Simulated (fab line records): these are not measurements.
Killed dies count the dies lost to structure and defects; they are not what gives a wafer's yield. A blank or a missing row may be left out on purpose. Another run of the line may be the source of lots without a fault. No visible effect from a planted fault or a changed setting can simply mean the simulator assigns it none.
fab line records	flow n5_finfet
[record] lots = 15	wafers = 45	last_day = 19
route steps=1938 shown BEOL_M11@1590 BEOL_M12@1628
lots that met no fault: from a run of the same line without faults
start_h: the number of hours between the record's first day and the start of the first shown wafer of the lot	wait_h: how many hours have passed since the lot's step before this one	" unchanged from the row above	L1.1+2: several wafers, shown together as one row	- value missing, or start not given	* or withheld: withheld	< > ~ a bound
route shown NAME@n: NAME is a module with steps in the file, n the number in the route of the first one	usual: mean/standard deviation taken from wafers without a fault	same: alike in all rows	chamber/n: place in a boat	sites: per-site readings	_std_site: how widely they spread, as a standard deviation	_edge_site: mean of outer sites minus mean of inner sites	radius_mm: how far each site lies from the wafer's centre	mask NAME#n: copy n	behind: the most recent tool/chamber to have shaped the wafer	hold: why the lot went on hold/how many hours it stayed there/how the hold came to an end	device: the n, p or np transistor that did not switch	end of line: the route-end tests of the same wafers	where a step has no rows: the recipe by itself	killed: dies that structure and defects cost at the first sort, which is not the same as the wafer's yield	map: a wafer's dies, marking killed ones x, the rest . and places with no die _
set.NAME: the setting as run; set.NAME@STEP: as run at that earlier step	model.NAME: the simulator's own value behind a step, which no gauge read
steps of the route over a sample of lots; a table a step, a row a wafer
services: from which hour (start_h, from the record's first day; less than 0 if before it) a tool's chamber was out of use, for how many hours, and why
[[steps]]
[step N5_BEOL_M11_ALD_74]
[recipe] material = TaN	target_thk_a = 20	temp_c = 275	ald_precursor_family = PDMAT	ald_co_reactant = NH3	pressure_torr = 3	carrier_flow_sccm = 1500	pulse_time_s = 2	purge_time_s = 3	co_reactant_purge_time_s = 2	co_reactant_pulse_time_s = 3	ald_cycles = 40	precursor_vessel_temp_c = 75	precursor_vessel_pressure_torr = 26.25	precursor_vessel_carrier_sccm = 1000
[usual] chamber_pressure_Torr = 3.001/0.0062	heater_power_w = 404/34	mfc_carrier_sccm = 1500/4.7
lot.wafer	tool	chamber	start_h	wait_h	chamber_pressure_Torr	heater_power_w	mfc_carrier_sccm
L502.2	ald_metal-02	1	251.86	0.1	2.988	411	1506
L502.3	"	3	"	"	2.998	361	1498
L502.5	"	0	"	"	2.995	406	1495
L501.2	ald_metal-03	1	266.11	0.0	2.997	422	1512
L501.3	"	2	"	"	2.996	377	1498
L501.6	"	2	"	"	3.001	370	1500
L504.3	ald_metal-01	3	276.83	0.0	3.002	421	1497
L504.5	"	1	"	"	3.003	368	1503
L504.6	"	0	"	"	3.013	416	1495
L505.1	ald_metal-03	1	285.53	0.0	3.003	416	1497
L505.2	"	0	"	"	3.004	397	1500
L505.3	"	2	"	"	3.003	373	1502
L508.2	ald_metal-01	2	300.28	0.0	3.004	514	1499
L508.3	"	3	"	"	2.997	423	1504
L508.5	"	2	"	"	3.001	513	1494
L511.1	ald_metal-02	2	310.81	0.1	2.999	371	1503
L511.4	"	1	"	"	2.991	412	1489
L511.6	"	3	"	"	3.004	378	1504
L512.2	ald_metal-02	1	314.71	0.0	3.001	422	1487
L512.3	"	0	"	"	3.001	410	1503
L512.6	"	0	"	"	2.996	405	1500
L513.2	ald_metal-01	2	317.25	0.0	3.000	507	1499
L513.3	"	1	"	"	2.995	360	1503
L513.4	"	0	"	"	3.002	422	1504
L518.3	ald_metal-01	0	349.41	0.2	3.011	428	1500
L518.4	"	3	"	"	2.996	419	1497
L518.6	"	2	"	"	2.994	500	1501
L520.1	ald_metal-02	2	378.93	0.0	3.013	367	1498
L520.2	"	1	"	"	2.991	422	1497
L520.4	"	0	"	"	2.995	411	1496
L519.4	ald_metal-03	3	389.47	0.1	3.014	424	1499
L519.5	"	3	"	"	3.003	432	1497
L519.6	"	0	"	"	2.997	399	1503
L523.3	ald_metal-03	0	410.44	0.0	2.995	400	1501
L523.5	"	3	"	"	2.998	417	1508
L523.6	"	0	"	"	2.989	402	1494
L522.1	ald_metal-01	2	410.74	0.0	3.008	498	1505
L522.4	"	0	"	"	3.000	419	1500
L522.5	"	3	"	"	3.002	421	1504
L521.1	ald_metal-03	3	410.90	0.0	3.004	425	1504
L521.2	"	2	"	"	2.996	370	1500
L521.3	"	0	"	"	3.005	393	1503
L524.1	ald_metal-02	2	411.54	0.1	2.993	375	1505
L524.5	"	3	"	"	2.998	370	1496
L524.6	"	0	"	"	3.003	398	1498
[step N5_BEOL_M11_ANNEAL_51]
[recipe] temp_c = 225	time_s = 90	ambient = N2
[usual] wafer_temp_C_max = 226.09/0.29
lot.wafer	tool	chamber	start_h	wait_h	wafer_temp_C_max
L502.2	rtp_anneal-02	0	254.12	1.4	225.95
L502.3	"	0	"	"	226.14
L502.5	"	0	"	"	226.00
L501.2	rtp_anneal-02	0	267.26	0.3	226.64
L501.3	"	0	"	"	226.56
L501.6	"	0	"	"	226.32
L504.3	rtp_anneal-01	0	278.26	0.6	225.64
L504.5	"	0	"	"	225.70
L504.6	"	0	"	"	226.14
L505.1	rtp_anneal-02	0	286.40	0.2	226.00
L505.2	"	0	"	"	226.21
L505.3	"	0	"	"	226.36
L508.2	rtp_anneal-02	0	301.31	0.1	226.18
L508.3	"	0	"	"	226.36
L508.5	"	0	"	"	226.72
L511.1	rtp_anneal-02	0	311.77	0.3	226.36
L511.4	"	0	"	"	226.49
L511.6	"	0	"	"	226.08
L512.2	rtp_anneal-01	0	316.59	0.1	225.67
L512.3	"	0	"	"	226.12
L512.6	"	0	"	"	226.11
L513.2	rtp_anneal-02	0	318.09	0.1	225.91
L513.3	"	0	"	"	226.21
L513.4	"	0	"	"	226.37
L518.3	rtp_anneal-02	0	350.44	0.3	226.14
L518.4	"	0	"	"	226.37
L518.6	"	0	"	"	226.26
L520.1	rtp_anneal-02	0	381.18	0.1	225.61
L520.2	"	0	"	"	225.99
L520.4	"	0	"	"	226.10
L519.4	rtp_anneal-02	0	390.41	0.2	226.63
L519.5	"	0	"	"	226.31
L519.6	"	0	"	"	226.18
L523.3	rtp_anneal-01	0	411.46	0.3	225.89
L523.5	"	0	"	"	225.80
L523.6	"	0	"	"	225.76
L522.1	rtp_anneal-02	0	411.74	0.3	226.04
L522.4	"	0	"	"	226.08
L522.5	"	0	"	"	225.90
L521.1	rtp_anneal-01	0	411.82	0.3	225.62
L521.2	"	0	"	"	226.03
L521.3	"	0	"	"	225.74
L524.1	rtp_anneal-02	0	414.07	0.1	226.32
L524.5	"	0	"	"	226.67
L524.6	"	0	"	"	226.11
[step N5_BEOL_M11_RS_MEAS_57]
[recipe] thk_meas_gauge = four-point-probe	reads = Cu_of_BEOL_M11_ECD_50+Co_of_BEOL_M11_CVD_75+TaN_of_BEOL_M11_ALD_74
[usual] M11_RS = 0.151/0.0033
lot.wafer	tool	chamber	start_h	wait_h	M11_RS[ohm/sq]
L502.2	film_metro-01	-	254.81	0.0	0.149
L502.3	"	-	"	"	0.151
L502.5	"	-	"	"	0.154
L501.2	film_metro-01	-	267.94	0.0	0.155
L501.3	"	-	"	"	0.152
L501.6	"	-	"	"	0.154
L504.3	film_metro-01	-	278.89	0.0	0.152
L504.5	"	-	"	"	0.154
L504.6	"	-	"	"	0.152
L505.1	film_metro-02	-	287.12	0.0	0.151
L505.2	"	-	"	"	0.149
L505.3	"	-	"	"	0.152
L508.2	film_metro-02	-	301.99	0.0	0.151
L508.3	"	-	"	"	0.149
L508.5	"	-	"	"	0.149
L511.1	film_metro-02	-	312.49	0.0	0.153
L511.4	"	-	"	"	0.157
L511.6	"	-	"	"	0.152
L512.2	film_metro-02	-	317.26	0.0	0.157
L512.3	"	-	"	"	0.147
L512.6	"	-	"	"	0.149
L513.2	film_metro-02	-	318.76	0.0	0.156
L513.3	"	-	"	"	0.159
L513.4	"	-	"	"	0.150
L518.3	film_metro-01	-	351.08	0.0	0.150
L518.4	"	-	"	"	0.152
L518.6	"	-	"	"	0.154
L520.1	film_metro-01	-	381.90	0.0	0.152
L520.2	"	-	"	"	0.144
L520.4	"	-	"	"	0.148
L519.4	film_metro-02	-	391.00	0.0	0.152
L519.5	"	-	"	"	0.151
L519.6	"	-	"	"	0.151
L523.3	film_metro-02	-	412.08	0.0	0.143
L523.5	"	-	"	"	0.147
L523.6	"	-	"	"	0.145
L522.1	film_metro-01	-	412.49	0.1	0.158
L522.4	"	-	"	"	0.150
L522.5	"	-	"	"	0.156
L521.1	film_metro-02	-	412.53	0.0	0.145
L521.2	"	-	"	"	0.152
L521.3	"	-	"	"	0.148
L524.1	film_metro-02	-	414.80	0.0	0.147
L524.5	"	-	"	"	0.146
L524.6	"	-	"	"	0.146
[step N5_BEOL_M12_EXPOSE_25]
[recipe] mask_id = M12	na = 0.93	source_shape = conventional	sigma_outer = 0.4	polarization = unpolarized	dose_mj = 21.8
[usual] exposure_dose_mJ_cm2 = 21.792/0.02	focus_offset_nm = 0.0/0.55	sigma_outer = 0.4/0	stage_vel_mm_s = 499.99/0.27
lot.wafer	tool	chamber	start_h	wait_h	mask	exposure_dose_mJ_cm2	focus_offset_nm	sigma_outer	stage_vel_mm_s
L502.2	krf_scanner-02	0	256.31	-	M12#0	21.811	0.2	0.4	499.68
L502.3	"	0	"	"	M12#0	21.790	0.9	0.4	500.09
L502.5	"	0	"	"	M12#0	21.781	0.2	0.4	500.00
L501.2	krf_scanner-01	0	269.42	-	M12#0	21.819	-0.1	0.4	499.77
L501.3	"	0	"	"	M12#0	21.813	-0.5	0.4	499.91
L501.6	"	0	"	"	M12#0	21.825	-0.1	0.4	500.19
L504.3	krf_scanner-02	0	280.35	-	M12#0	21.806	-0.4	0.4	499.94
L504.5	"	0	"	"	M12#0	21.806	-0.1	0.4	499.54
L504.6	"	0	"	"	M12#0	21.778	0.0	0.4	499.94
L505.1	krf_scanner-01	0	288.48	-	M12#0	21.773	1.0	0.4	500.19
L505.2	"	0	"	"	M12#0	21.796	1.5	0.4	500.07
L505.3	"	0	"	"	M12#0	21.760	1.2	0.4	500.41
L508.2	krf_scanner-01	0	304.31	-	M12#0	21.851	0.0	0.4	499.71
L508.3	"	0	"	"	M12#0	21.794	-0.5	0.4	499.71
L508.5	"	0	"	"	M12#0	21.817	0.3	0.4	499.79
L511.1	krf_scanner-01	-	315.34	-	M12#0	-	-	-	-
L511.4	"	-	"	"	M12#0	-	-	-	-
L511.6	"	-	"	"	M12#0	-	-	-	-
L512.2	krf_scanner-02	-	321.17	-	M12#0	-	-	-	-
L512.3	"	-	"	"	M12#0	-	-	-	-
L512.6	"	-	"	"	M12#0	-	-	-	-
L513.2	krf_scanner-02	-	321.63	-	M12#0	-	-	-	-
L513.3	"	-	"	"	M12#0	-	-	-	-
L513.4	"	-	"	"	M12#0	-	-	-	-
L518.3	krf_scanner-01	0	352.45	-	M12#0	21.790	-0.3	0.4	500.30
L518.4	"	0	"	"	M12#0	21.793	0.6	0.4	500.35
L518.6	"	0	"	"	M12#0	21.812	0.6	0.4	500.25
L520.1	krf_scanner-02	0	383.25	-	M12#0	21.828	0.7	0.4	500.48
L520.2	"	0	"	"	M12#0	21.774	0.1	0.4	500.37
L520.4	"	0	"	"	M12#0	21.764	0.4	0.4	499.95
L519.4	krf_scanner-02	0	392.42	-	M12#0	21.789	-0.4	0.4	499.96
L519.5	"	0	"	"	M12#0	21.750	-0.5	0.4	499.67
L519.6	"	0	"	"	M12#0	21.800	0.5	0.4	499.97
L523.3	krf_scanner-01	0	413.38	-	M12#0	21.795	-0.3	0.4	499.75
L523.5	"	0	"	"	M12#0	21.791	-1.1	0.4	500.18
L523.6	"	0	"	"	M12#0	21.788	-0.5	0.4	499.86
L521.1	krf_scanner-01	0	413.77	-	M12#0	21.788	-0.5	0.4	499.57
L521.2	"	0	"	"	M12#0	21.802	-0.5	0.4	499.77
L521.3	"	0	"	"	M12#0	21.792	-0.5	0.4	499.69
L522.1	krf_scanner-01	0	413.80	-	M12#0	21.771	-0.3	0.4	499.55
L522.4	"	0	"	"	M12#0	21.793	-0.7	0.4	499.90
L522.5	"	0	"	"	M12#0	21.805	-0.8	0.4	499.88
L524.1	krf_scanner-01	0	416.23	-	M12#0	21.786	-0.4	0.4	499.83
L524.5	"	0	"	"	M12#0	21.794	0.4	0.4	500.15
L524.6	"	0	"	"	M12#0	21.819	0.4	0.4	500.23
[[services]]
tool	chamber	start_h	hours	kind
ald_metal-03	1	233.92	3.8	repair
krf_scanner-02	-	258.88	1.0	pm
ald_metal-02	3	260.21	36.9	repair
ald_metal-02	0	261.46	-	calibration
krf_scanner-02	-	265.41	1.4	repair
ald_metal-03	1	267.26	1.5	repair
krf_scanner-02	0	275.65	-	calibration
krf_scanner-01	-	276.01	1.0	pm
krf_scanner-01	-	327.26	1.3	pm
ald_metal-02	3	335.93	17.4	repair
ald_metal-03	-	343.44	8.7	pm
krf_scanner-01	-	350.52	0.8	pm
ald_metal-01	-	367.65	14.6	pm
krf_scanner-02	-	378.72	0.8	pm
ald_metal-03	1	392.46	21.9	repair
ald_metal-02	-	406.97	0.5	repair
krf_scanner-02	-	409.11	14.4	repair
[[key]]
[first_sign] step = N5_BEOL_M12_EXPOSE_25	reading = tool_record	direction = missing
effect none on later readings
met_at N5_BEOL_M12_EXPOSE_25
struck_lots L511,L512,L513
later_rows_left_out L511.1,L511.4,L511.6,L512.2,L512.3,L512.6,L513.2,L513.3,L513.4
sort_left_out L511.1,L511.4,L511.6,L512.2,L512.3,L512.6,L513.2,L513.3,L513.4
not_acting_at N5_BEOL_M11_ALD_74,N5_BEOL_M11_ANNEAL_51,N5_BEOL_M11_RS_MEAS_57
onset_between 304.31 315.34
[fault] kind = skipped_step_whole	tool = krf_scanner-01,krf_scanner-02	chamber = -	onset_h = 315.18	steps = N5_BEOL_M12_EXPOSE_25	scope = struck_lots_only
// sort_left_out: the simulated sort isn't trusted on such a fault, so these wafers' sort isn't shown, and their yield isn't known
// later_rows_left_out: the simulator's readings of these wafers behind a module that went badly wrong aren't trusted and aren't shown, but for the sort
